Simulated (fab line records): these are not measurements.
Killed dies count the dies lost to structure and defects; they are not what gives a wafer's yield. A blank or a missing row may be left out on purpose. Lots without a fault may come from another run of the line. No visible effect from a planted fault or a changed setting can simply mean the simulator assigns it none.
fab line records    flow n5-finfet
record lots=7  wafers=21
route steps=1938 shown PASSIVATION@1915
start-h: start of the lot's first displayed wafer, in hours after the record's first day    wait-h: time in hours since the lot's previous step    " the same as in the row above    L1.1+2: a single row standing in for several wafers    - value missing, or start not given    * or withheld: withheld    < > ~ a bound
route shown NAME@n: names a module that has steps shown in the file, with the first one's number in the route    usual: mean and standard deviation over wafers with no fault    same: alike in all rows    chamber/n: place in a boat    sites: readings site by site    _std_site: how widely they spread, as a standard deviation    _edge_site: inner sites' mean taken away from outer sites' mean    radius-mm: how far each site lies from the wafer's centre    mask NAME#n: copy n    behind: the tool/chamber that last shaped the wafer    hold: reason for holding the lot/hours on hold/outcome of the hold    device: which transistor (n, p or np) failed to switch    end of line: the same wafers' tests at the end of the route    where a step has no rows: the recipe by itself    killed: dies lost to structure and defects at the first sort, not the wafer's yield    map: the dies of a wafer, with x for killed, . for not killed, _ for no die there
set.NAME: the run value of the setting; set.NAME@STEP: its run value at that earlier step    model.NAME: the simulator's own value behind a step, which no gauge read
lots with deliberately changed settings; one table per step, one row per wafer
## steps
# step N5_PASSIVATION_PECVD_53
# recipe material=SiO2  target-thk-a=8000  temp-c=400  precursor=TEOS/O2  pressure-torr=6.5  rf-w=withheld  teos-flow-sccm=withheld  gas=O2  flow-sccm=2650  time-s=169.4
lot.wafer  tool      chamber  start-h  wait-h  set.time-s  model.SiO2_of_PASSIVATION_PECVD_53.thk-nm
L084.2     pecvd-01  1        316.27   0.0     169.4       797.2
L084.4     "         1        "        "       176.8       846.8
L084.5     "         1        "        "       169.4       802.8
L083.2     pecvd-02  2        317.85   0.0     169.4       804.2
L083.5     "         1        "        "       180.4       855.4
L083.6     "         2        "        "       180.4       858
L086.1     pecvd-02  1        339.35   0.0     169.4       794.2
L086.4     "         0        "        "       169.4       814.8
L086.6     "         2        "        "       169.4       822
L089.1     pecvd-03  2        356.68   0.0     169.4       783.8
L089.4     "         1        "        "       169.4       787.6
L089.5     "         0        "        "       169.4       798.4
L091.1     pecvd-03  0        366.01   0.0     169.4       801.2
L091.2     "         2        "        "       169.4       783.2
L091.3     "         1        "        "       186.1       868
L093.1     pecvd-01  1        378.68   0.0     156.4       728
L093.4     "         2        "        "       156.4       746.6
L093.6     "         0        "        "       156.4       742
L096.4     pecvd-02  0        400.96   0.1     169.4       805.4
L096.5     "         1        "        "       169.4       814.8
L096.6     "         2        "        "       169.4       817.8
# step N5_PASSIVATION_PECVD_35
# recipe material=SiNx  target-thk-a=7000  temp-c=400  precursor=SiH4/NH3/N2  pressure-torr=4.9  rf-w=1406  time-s=151.3
# step N5_PASSIVATION_HMDS_37
# recipe time-s=60  temp-c=120
# step N5_PASSIVATION_SRD_72
# recipe dry=ipa-marangoni  time-s=30  temp-c=23  rinse-liquid=diw
# step N5_PASSIVATION_ANNEAL_56
# recipe temp-c=400  time-s=1800  ambient=FGA  idle-temp-c=300  ramp-up-c-per-min=5  ramp-down-c-per-min=3
# step N5_PASSIVATION_PROBE_49
# usual defect-limited-yield=91.3/1.5  killed_at_M0_to_M3=34/11  killed_at_M4_up=14/6.1  killed-at-contacts=12/5.9  killed-at-front-end=39/11  killed-at-other=4/3.3  killed-dies=102/18  killed-open=67/13  killed-short=33/7.9  sort_bin_4_leakage=0/0  sort_bin_5_function=5.1/1  sort_bin_6_memory=3.3/0.7  sort_bin_8_speed=0.1/0.69  sort-n-pass=1077/19  sort-yield-pct=91.3/1.6
# same gross-dies=1180  killed-at-back-side=0
lot.wafer  tool       chamber  start-h  wait-h  set.time-s@PASSIVATION_PECVD_53  defect-limited-yield[%]  killed_at_M0_to_M3  killed_at_M4_up  killed-at-contacts  killed-at-front-end  killed-at-other  killed-dies  killed-open  killed-short  sort_bin_4_leakage[%]  sort_bin_5_function[%]  sort_bin_6_memory[%]  sort_bin_8_speed[%]  sort-n-pass  sort-yield-pct[%]
L084.2     prober-02  -        320.10   0.1     169.4                            92.1                     20                  16               14                  42                   1                93           67           20            0                      4.5                     3.1                   0.1                  1087         92.1
L084.4     prober-02  -        320.20   0.2     176.8                            91.0                     30                  11               13                  40                   12               106          56           39            0                      5.6                     3.0                   0.1                  1074         91.0
L084.5     prober-02  -        320.25   0.2     169.4                            90.9                     31                  20               14                  38                   4                107          71           35            0                      5.4                     3.1                   0                    1073         90.9
L083.2     prober-01  -        322.07   0.1     169.4                            92.1                     30                  17               11                  27                   8                93           56           32            0                      4.9                     2.7                   0                    1087         92.1
L083.5     prober-01  -        322.22   0.2     180.4                            80.7                     37                  14               13                  48                   116              228          60           50            0                      14.2                    4.2                   0                    952          80.7
L083.6     prober-01  -        322.27   0.3     180.4                            80.4                     29                  15               11                  57                   119              231          75           31            0                      16.1                    2.8                   0                    949          80.4
L086.1     prober-02  -        343.02   0.0     169.4                            89.5                     71                  14               13                  26                   0                124          91           31            0                      6.9                     3.4                   0                    1056         89.5
L086.4     prober-02  -        343.17   0.2     169.4                            89.7                     54                  17               14                  35                   2                122          73           46            0                      5.5                     4.3                   0                    1058         89.7
L086.6     prober-02  -        343.27   0.3     169.4                            89.4                     58                  8                26                  33                   0                125          76           45            0                      6.6                     3.7                   0                    1055         89.4
L089.1     prober-01  -        360.51   0.0     169.4                            95.2                     19                  4                9                   24                   1                57           42           15            0                      2.6                     2.1                   0                    1123         95.2
L089.4     prober-01  -        360.66   0.2     169.4                            93.0                     21                  7                14                  39                   2                83           59           20            0                      4.1                     2.8                   0                    1097         93.0
L089.5     prober-01  -        360.71   0.2     169.4                            92.6                     30                  5                13                  37                   2                87           66           16            0                      4.7                     2.3                   0                    1093         92.6
L091.1     prober-01  -        370.04   0.0     169.4                            90.8                     34                  14               12                  43                   5                108          61           46            0                      4.3                     4.3                   0                    1072         90.8
L091.2     prober-01  -        370.09   0.1     169.4                            92.9                     20                  14               10                  32                   8                84           46           32            0                      4.2                     2.6                   8.2                  999          84.7
L091.3     prober-01  -        370.14   0.1     186.1                            43.1                     31                  10               11                  25                   594              671          49           28            0                      54.3                    2.3                   0                    509          43.1
L093.1     prober-01  -        382.61   0.0     156.4                            88.9                     63                  16               7                   40                   5                131          93           29            0.51                   7.5                     2.9                   0                    1049         88.9
L093.4     prober-01  -        382.76   0.2     156.4                            92.5                     25                  16               10                  34                   3                88           54           21            0.42                   4.1                     2.5                   0                    1092         92.5
L093.6     prober-01  -        382.86   0.3     156.4                            91.2                     50                  17               2                   32                   3                104          58           35            0.68                   3.9                     3.8                   0                    1076         91.2
L096.4     prober-01  -        405.62   0.2     169.4                            91.6                     45                  9                6                   34                   5                99           58           32            0.76                   4.6                     2.6                   0                    1081         91.6
L096.5     prober-01  -        405.67   0.2     169.4                            90.8                     33                  12               2                   61                   1                109          74           35            0                      5.0                     4.1                   0                    1071         90.8
L096.6     prober-01  -        405.72   0.3     169.4                            87.7                     42                  34               28                  35                   6                145          96           48            0                      8.1                     4.1                   0                    1035         87.7
# killed by level:class
L084.2 MOL_CONTACT_COAG:geometric-particle:open=12 FIN_SAQP:geometric-particle:open=10 STI_FIN_REVEAL:geometric-particle:open=9 BEOL_M4:geometric-particle:open=6 BEOL_M0_SAQP:geometric-particle:open=5 FIN_SAQP:geometric-particle:short=4 DUMMY_GATE:geometric-particle:open=4 BEOL_M0_SAQP:geometric-particle:short=3
L084.4 MOL_CONTACT_COAG:geometric-particle:open=10 STI_FIN_REVEAL:geometric-particle:open=10 BEOL_M0_SAQP:geometric-particle:open=8 DUMMY_GATE:geometric-particle:short=7 BEOL_M0_SAQP:geometric-particle:short=6 DUMMY_GATE:geometric-particle:open=5 BEOL_M1:geometric-particle:open=5 PASSIVATION:area-pecvd=5
L084.5 MOL_CONTACT_COAG:geometric-particle:open=11 BEOL_M4:geometric-particle:open=11 DUMMY_GATE:geometric-particle:open=10 BEOL_M0_SAQP:geometric-particle:short=10 GATE_CUT:geometric-particle:short=6 GATE_CUT:geometric-particle:open=5 BEOL_M0_SAQP:geometric-particle:open=5 BEOL_M0:geometric-particle:open=5
L083.2 FIN_SAQP:geometric-particle:open=8 MOL_CONTACT_COAG:geometric-particle:open=7 BEOL_M0_SAQP:geometric-particle:open=7 BEOL_M3:geometric-particle:open=7 BEOL_M0_SAQP:geometric-particle:short=6 BEOL_M2:geometric-particle:open=5 PAD_METAL:geometric-particle:short=5 FIN_SAQP:geometric-particle:short=4
L083.5 PASSIVATION:area-pecvd=112 BEOL_M0_SAQP:geometric-particle:short=13 BEOL_M0_SAQP:geometric-particle:open=10 GATE_CUT:geometric-particle:short=9 STI_FIN_REVEAL:geometric-particle:open=8 BEOL_M4:geometric-particle:open=8 FIN_SAQP:geometric-particle:open=7 MOL_CONTACT_COAG:geometric-particle:open=7
L083.6 PASSIVATION:area-pecvd=118 STI_FIN_REVEAL:geometric-particle:open=17 MOL_CONTACT_COAG:geometric-particle:open=9 FIN_SAQP:geometric-particle:open=8 BEOL_M2:geometric-particle:open=7 BEOL_M2:geometric-particle:short=7 GATE_CUT:geometric-particle:open=6 DUMMY_GATE:geometric-particle:open=5
L086.1 BEOL_M3:geometric-particle:open=22 MOL_CONTACT_COAG:geometric-particle:open=12 STI_FIN_REVEAL:geometric-particle:open=11 BEOL_M0_SAQP:geometric-particle:open=10 BEOL_M0_SAQP:geometric-particle:short=10 BEOL_M2:geometric-particle:short=9 BEOL_M2:geometric-particle:open=8 BEOL_M1:geometric-particle:open=7
L086.4 BEOL_M0_SAQP:geometric-particle:short=14 MOL_CONTACT_COAG:geometric-particle:open=12 BEOL_M0_SAQP:geometric-particle:open=10 BEOL_M1:geometric-particle:open=8 BEOL_M3:geometric-particle:open=7 FIN_SAQP:geometric-particle:short=6 FIN_SAQP:geometric-particle:open=6 BEOL_M4:geometric-particle:open=6
L086.6 MOL_CONTACT_COAG:geometric-particle:open=22 BEOL_M1:geometric-particle:open=10 BEOL_M0_SAQP:geometric-particle:short=9 FIN_SAQP:geometric-particle:open=7 BEOL_M2:geometric-particle:short=7 STARTING-WAFER:geometric-particle:open=7 BEOL_M0_SAQP:geometric-particle:open=6 BEOL_M2:geometric-particle:open=6
L089.1 BEOL_M2:geometric-particle:open=9 MOL_CONTACT_COAG:geometric-particle:open=8 FIN_SAQP:geometric-particle:short=7 DUMMY_GATE:geometric-particle:open=6 BEOL_M1:geometric-particle:open=5 DUMMY_GATE:geometric-particle:short=3 STARTING-WAFER:geometric-particle:open=3 STI_FIN_REVEAL:geometric-particle:open=2
L089.4 DUMMY_GATE:geometric-particle:open=11 MOL_CONTACT_COAG:geometric-particle:open=10 STI_FIN_REVEAL:geometric-particle:open=8 FIN_SAQP:geometric-particle:open=5 BEOL_M2:geometric-particle:open=4 DUMMY_GATE:geometric-particle:short=3 GATE_CUT:geometric-particle:open=3 MOL_CONTACT_COAG:geometric-particle:short=3
L089.5 BEOL_M3:geometric-particle:open=13 MOL_CONTACT_COAG:geometric-particle:open=11 DUMMY_GATE:geometric-particle:open=10 BEOL_M0_SAQP:geometric-particle:open=6 STI_FIN_REVEAL:geometric-particle:open=5 GATE_CUT:geometric-particle:short=5 FIN_SAQP:geometric-particle:open=4 GATE_CUT:geometric-particle:open=4
L091.1 FIN_SAQP:geometric-particle:short=16 BEOL_M0_SAQP:geometric-particle:open=11 BEOL_M0_SAQP:geometric-particle:short=9 DUMMY_GATE:geometric-particle:open=7 MOL_CONTACT_COAG:geometric-particle:open=7 FIN_SAQP:geometric-particle:open=6 MOL_CONTACT_COAG:geometric-particle:short=5 BEOL_M2:geometric-particle:open=5
L091.2 MOL_CONTACT_COAG:geometric-particle:open=8 STI_FIN_REVEAL:geometric-particle:open=7 FIN_SAQP:geometric-particle:short=6 BEOL_M5:geometric-particle:open=6 BEOL_M0_SAQP:geometric-particle:short=5 FIN_SAQP:geometric-particle:open=4 STARTING-WAFER:geometric-particle:short=4 GATE_CUT:geometric-particle:short=3
L091.3 PASSIVATION:area-pecvd=589 BEOL_M3:geometric-particle:open=11 MOL_CONTACT_COAG:geometric-particle:open=8 FIN_SAQP:geometric-particle:short=6 BEOL_M2:geometric-particle:open=5 STI_FIN_REVEAL:geometric-particle:open=4 BEOL_M0_SAQP:geometric-particle:open=4 DUMMY_GATE:geometric-particle:open=3
L093.1 BEOL_M3:geometric-particle:open=29 BEOL_M2:geometric-particle:open=11 FIN_SAQP:geometric-particle:short=7 STI_FIN_REVEAL:geometric-particle:open=7 DUMMY_GATE:geometric-particle:open=6 MOL_CONTACT_COAG:geometric-particle:open=6 M1:area-ald=6 STARTING-WAFER:geometric-particle:open=5
L093.4 MOL_CONTACT_COAG:geometric-particle:open=8 FIN_SAQP:geometric-particle:open=7 BEOL_M2:geometric-particle:open=7 FIN_SAQP:geometric-particle:short=6 STI_FIN_REVEAL:geometric-particle:open=6 DUMMY_GATE:geometric-particle:open=5 M1:area-ald=5 BEOL_M2:geometric-particle:short=3
L093.6 BEOL_M2:geometric-particle:open=12 BEOL_M0_SAQP:geometric-particle:short=8 M1:area-ald=8 STI_FIN_REVEAL:geometric-particle:open=7 FIN_SAQP:geometric-particle:short=6 BEOL_M0_SAQP:geometric-particle:open=6 BEOL_M3:geometric-particle:open=6 FIN_SAQP:geometric-particle:open=5
L096.4 M1:area-ald=9 BEOL_M2:geometric-particle:open=7 BEOL_M0_SAQP:geometric-particle:open=7 BEOL_M1:geometric-particle:open=7 FIN_SAQP:geometric-particle:open=6 BEOL_M3:geometric-particle:open=5 STI_FIN_REVEAL:geometric-particle:open=5 GATE_CUT:geometric-particle:short=5
L096.5 FIN_SAQP:geometric-particle:open=18 STI_FIN_REVEAL:geometric-particle:open=14 BEOL_M2:geometric-particle:open=9 BEOL_M0_SAQP:geometric-particle:short=6 BEOL_M4:geometric-particle:open=6 FIN_SAQP:geometric-particle:short=5 BEOL_M1:geometric-particle:open=5 STI_FIN_REVEAL:geometric-particle:short=4
L096.6 MOL_CONTACT_COAG:geometric-particle:open=23 BEOL_M4:geometric-particle:open=18 BEOL_M3:geometric-particle:open=11 BEOL_M0_SAQP:geometric-particle:short=9 BEOL_M2:geometric-particle:open=7 STI_FIN_REVEAL:geometric-particle:open=6 FIN_SAQP:geometric-particle:short=5 DUMMY_GATE:geometric-particle:open=5
## key
split step=N5_PASSIVATION_PECVD_53  setting=time-s  stated=169.4  by=wafer
response step=N5_PASSIVATION_PECVD_53  reading=model.SiO2_of_PASSIVATION_PECVD_53.thk-nm  change=+8.16  per=1%  r=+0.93
response step=N5_PASSIVATION_PROBE_49  reading=defect-limited-yield  change=-3.52  per=1%  r=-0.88
response step=N5_PASSIVATION_PROBE_49  reading=killed-at-other  shape=bent  at-lowest=4  at-stated=3  at-highest=594
response step=N5_PASSIVATION_PROBE_49  reading=killed-dies  shape=bent  at-lowest=108  at-stated=103  at-highest=671
response step=N5_PASSIVATION_PROBE_49  reading=sort_bin_5_function  shape=bent  at-lowest=5.1  at-stated=5.1  at-highest=54.3
response step=N5_PASSIVATION_PROBE_49  reading=sort-n-pass  change=-38.5  per=1%  r=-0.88
response step=N5_PASSIVATION_PROBE_49  reading=sort-yield-pct  change=-3.26  per=1%  r=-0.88
